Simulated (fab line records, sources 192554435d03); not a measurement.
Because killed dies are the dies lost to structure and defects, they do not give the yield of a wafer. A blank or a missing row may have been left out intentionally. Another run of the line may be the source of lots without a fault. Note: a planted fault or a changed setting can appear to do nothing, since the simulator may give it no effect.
Matching of chambers / flow n5 finfet / N5_BEOL_M9_ETCH_65 on rie diel-01 has 4 sister chambers
The step etches SiARC in CF4, target depth 15.6 nm, time 26 s. 4 wafers are shown with their chamber, then 8 later ones without.

WAFERS PAIRED WITH THEIR CHAMBERS
wafer=L543.2; chamber=1; drypump motor current A (A)=5.7
wafer=L542.5; chamber=0; drypump motor current A (A)=5.6
wafer=L542.6; chamber=3; drypump motor current A (A)=5.1
wafer=L546.1; chamber=2; drypump motor current A (A)=5.7

WAFERS WITHOUT THEIR CHAMBER
wafer=L546.2; drypump motor current A (A)=5.6
wafer=L546.6; drypump motor current A (A)=5.1
wafer=L549.1; drypump motor current A (A)=5.2
wafer=L549.2; drypump motor current A (A)=5.8
wafer=L549.5; drypump motor current A (A)=5.1
wafer=L547.1; drypump motor current A (A)=5.7
wafer=L547.2; drypump motor current A (A)=5.1
wafer=L547.4; drypump motor current A (A)=5.6

WHICH CHAMBER EACH ONE RAN IN
wafer=L546.2; from the rows above=0; in truth=0
wafer=L546.6; from the rows above=3; in truth=3
wafer=L549.1; from the rows above=3; in truth=3
wafer=L549.2; from the rows above=can't be placed: 1 or 2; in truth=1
wafer=L549.5; from the rows above=3; in truth=3
wafer=L547.1; from the rows above=can't be placed: 1 or 2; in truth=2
wafer=L547.2; from the rows above=3; in truth=3
wafer=L547.4; from the rows above=0; in truth=0
Correctly placed: 6 of 8. Cannot be placed on the basis of these rows: 2; the candidates contain the true chamber in 2. Placed wrongly: 0.
How it was worked out, from the rows above alone: a wafer's distance from a chamber is the root of the sum, over the readings, of the square of ((its reading less the chamber's mean) divided by the reading's scatter). The wafer belongs to the nearest chamber; if the next one is less than 2 further off, it can't be placed. A chamber's mean is the mean of its shown wafers. The scatter: root of mean squared gap, hidden wafer to nearest shown wafer, with one shown wafer a chamber.
